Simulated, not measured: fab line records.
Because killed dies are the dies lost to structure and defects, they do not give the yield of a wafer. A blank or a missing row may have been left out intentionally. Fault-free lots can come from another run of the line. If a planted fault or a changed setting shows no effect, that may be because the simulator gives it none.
Matching of chambers -- flow nand-harc -- rie-diel-07 running NHARC_A_STAIRCASE_ETCH_444: 4 sister chambers
The step etches the open film in C4F8/O2, target depth 10200 nm, time 3400 s. 8 wafers are shown with their chamber, then 7 later ones without.

== WAFERS, EACH WITH ITS CHAMBER ==
wafer,chamber,oes-product-au (a.u.),rf-vpp-V (V)
L079.6,1,0.925,808
L080.1,2,0.950,805
L080.3,0,0.922,805
L080.5,0,0.925,805
L084.3,1,0.919,806
L084.5,3,0.916,807
L089.2,2,0.953,807
L089.5,3,0.921,808

== WAFERS WITHOUT THEIR CHAMBER ==
wafer,oes-product-au (a.u.),rf-vpp-V (V)
L089.6,0.933,805
L091.1,0.924,804
L091.3,0.914,810
L091.4,0.948,806
L097.2,0.966,807
L097.3,0.955,809
L097.6,0.954,805

== CHAMBER TAKEN BY EACH ==
wafer,from the rows above,in truth
L089.6,can't be placed: 0 or 1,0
L091.1,can't be placed: 0 or 1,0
L091.3,can't be placed: 3 or 1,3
L091.4,2,2
L097.2,2,2
L097.3,2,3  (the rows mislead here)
L097.6,2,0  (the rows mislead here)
2 of 7 placed correctly. Unplaceable from these rows: 3, with the true chamber sitting among the candidates in 3. Number placed wrongly: 2.
How it was worked out, from the rows above alone: a wafer's distance from a chamber is the root of the sum, over the readings, of the square of ((its reading less the chamber's mean) divided by the reading's scatter). The wafer belongs to the nearest chamber; if the next one is less than 2 further off, it can't be placed. A chamber's mean is the mean of its shown wafers. How the scatter is found: for the shown wafers, subtract from each reading the mean of its chamber, square and add these, divide the total by (wafers less chambers), then take the root.
